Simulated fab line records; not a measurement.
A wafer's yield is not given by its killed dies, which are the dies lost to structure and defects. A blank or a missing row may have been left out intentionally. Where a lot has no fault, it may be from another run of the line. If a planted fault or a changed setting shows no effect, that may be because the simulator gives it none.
Lot-split experiment / flow n5 finfet / 21 wafers read across 7 lots, on a route 1938 steps long

## THE SPLIT
At N5_SD_EPI_P_EPI_21 (deposits SiGe:B, time 355 s), the setting time s was moved away from the recipe's 355 s on 2 of the 21 wafers read, by -12.3% to +6.5%. The other wafers ran this setting at the recipe's value.

## FROM THE SPLIT TO THE READING: what the file shows between them, 2 steps
- N5_SD_EPI_P_HM_STRIP_48: strips SiNx in H3PO4, material SiNx, target depth 3 nm
- N5_SD_ACTIVATION_LSA_01: time 0.0008 s (also split here: temp c)

## THE READING
Measured at N5_SD_ACTIVATION_RS_MEAS_03 by four-point probe: RS_SD_P, in ohm/sq. A value of 56.4 ohm/sq with a standard deviation of 0.96 ohm/sq is what fault-free wafers of this fab line usually give.

wafer=L075.2; tool, chamber at the split=epi rpcvd-01, 0; time s as run, s=311.2; against the recipe=-12.3%; RS_SD_P, ohm/sq=61.7; against lot-mates on the recipe=+5.8
wafer=L075.3; tool, chamber at the split=epi rpcvd-01, 0; time s as run, s=355; against the recipe=recipe; RS_SD_P, ohm/sq=55.9; against lot-mates on the recipe=-
wafer=L075.5; tool, chamber at the split=epi rpcvd-01, 0; time s as run, s=355; against the recipe=recipe; RS_SD_P, ohm/sq=56.0; against lot-mates on the recipe=-
wafer=L084.3; tool, chamber at the split=epi rpcvd-02, 0; time s as run, s=355; against the recipe=recipe; RS_SD_P, ohm/sq=57.0; against lot-mates on the recipe=-
wafer=L084.5; tool, chamber at the split=epi rpcvd-02, 0; time s as run, s=355; against the recipe=recipe; RS_SD_P, ohm/sq=56.7; against lot-mates on the recipe=-
wafer=L084.6; tool, chamber at the split=epi rpcvd-02, 0; time s as run, s=355; against the recipe=recipe; RS_SD_P, ohm/sq=57.1; against lot-mates on the recipe=-
wafer=L085.1; tool, chamber at the split=epi rpcvd-03, 0; time s as run, s=355; against the recipe=recipe; RS_SD_P, ohm/sq=55.2; against lot-mates on the recipe=-
wafer=L085.4; tool, chamber at the split=epi rpcvd-03, 0; time s as run, s=355; against the recipe=recipe; RS_SD_P, ohm/sq=56.7; against lot-mates on the recipe=-
wafer=L085.6; tool, chamber at the split=epi rpcvd-03, 0; time s as run, s=355; against the recipe=recipe; RS_SD_P, ohm/sq=54.8; against lot-mates on the recipe=-
wafer=L090.3; tool, chamber at the split=epi rpcvd-03, 0; time s as run, s=355; against the recipe=recipe; RS_SD_P, ohm/sq=55.0; against lot-mates on the recipe=-
wafer=L090.4; tool, chamber at the split=epi rpcvd-03, 0; time s as run, s=355; against the recipe=recipe; RS_SD_P, ohm/sq=56.2; against lot-mates on the recipe=-
wafer=L090.5; tool, chamber at the split=epi rpcvd-03, 0; time s as run, s=355; against the recipe=recipe; RS_SD_P, ohm/sq=56.1; against lot-mates on the recipe=-
wafer=L092.1; tool, chamber at the split=epi rpcvd-02, 0; time s as run, s=355; against the recipe=recipe; RS_SD_P, ohm/sq=56.3; against lot-mates on the recipe=-
wafer=L092.3; tool, chamber at the split=epi rpcvd-02, 0; time s as run, s=355; against the recipe=recipe; RS_SD_P, ohm/sq=55.8; against lot-mates on the recipe=-
wafer=L092.4; tool, chamber at the split=epi rpcvd-02, 0; time s as run, s=355; against the recipe=recipe; RS_SD_P, ohm/sq=56.3; against lot-mates on the recipe=-
wafer=L093.3; tool, chamber at the split=epi rpcvd-02, 0; time s as run, s=355; against the recipe=recipe; RS_SD_P, ohm/sq=57.0; against lot-mates on the recipe=-
wafer=L093.4; tool, chamber at the split=epi rpcvd-02, 0; time s as run, s=355; against the recipe=recipe; RS_SD_P, ohm/sq=57.1; against lot-mates on the recipe=-
wafer=L093.5; tool, chamber at the split=epi rpcvd-02, 0; time s as run, s=355; against the recipe=recipe; RS_SD_P, ohm/sq=57.5; against lot-mates on the recipe=-
wafer=L096.2; tool, chamber at the split=epi rpcvd-01, 0; time s as run, s=378; against the recipe=+6.5%; RS_SD_P, ohm/sq=54.9; against lot-mates on the recipe=-2.0
wafer=L096.3; tool, chamber at the split=epi rpcvd-01, 0; time s as run, s=355; against the recipe=recipe; RS_SD_P, ohm/sq=56.7; against lot-mates on the recipe=-
wafer=L096.5; tool, chamber at the split=epi rpcvd-01, 0; time s as run, s=355; against the recipe=recipe; RS_SD_P, ohm/sq=57.0; against lot-mates on the recipe=-

THE FIT
A straight line over all 21 wafers: RS_SD_P changes by -0.386 ohm/sq for each +1% of time s; r = -0.84; the points scatter about the line by 0.78 ohm/sq.
The same after taking each lot's own level away (the mean of its wafers on the recipe; 21 wafers): -0.429 ohm/sq for each +1%; r = -0.95; scatter 0.47 ohm/sq.
That fit puts the effect of the largest move of time s on the reading at 5.3 ohm/sq.
Across the lots, their own levels run from 55.57 to 57.20 ohm/sq, a range of 1.7 times the standard deviation given above.
The two slopes agree, so the slope changes little with the lot-to-lot level.
Check: for one of the wafers moved furthest among these (-12.3%), held out of the fit, the line's prediction against its lot-mates is +3.71 ohm/sq. Against them it came out at +5.75 ohm/sq.

## FURTHER SPLITS ON THESE WAFERS
Other splits were also applied to these wafers ahead of the reading. Each is held against what the fit with the lots' levels taken away leaves over:
other split on the same wafers=N5_SD_EPI_P_COAT_34 spin rpm; wafers away from the commonest value=5; r with RS_SD_P (lot level and that fit taken away)=+0.15
other split on the same wafers=N5_SD_ACTIVATION_LSA_01 temp c; wafers away from the commonest value=6; r with RS_SD_P (lot level and that fit taken away)=-0.38

## THE WHOLE CHAIN: every reading that the file lists as answering this split, in the file's order
step=N5_SD_EPI_P_EPI_21; what it does=deposits SiGe:B, time 355 s; reading=SiGe-B_of_SD_EPI_P_EPI_21.thk nm (the simulator's own value, which no gauge read); change (the file's fit)=+0.408 nm for each +1% of the setting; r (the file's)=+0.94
step=N5_SD_EPI_P_HM_STRIP_48; what it does=strips SiNx in H3PO4, material SiNx, target depth 3 nm; reading=SiGe-B_of_SD_EPI_P_EPI_21.thk nm (the simulator's own value, which no gauge read); change (the file's fit)=+0.398 nm for each +1% of the setting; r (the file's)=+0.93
step=N5_SD_ACTIVATION_RS_MEAS_03; what it does=measures by four-point-probe; reading=RS_SD_P; change (the file's fit)=-0.432 for each +1% of the setting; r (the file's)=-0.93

## THE FILE'S OWN FIT
RS_SD_P changes by -0.432 ohm/sq for each +1% of time s, r = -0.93.
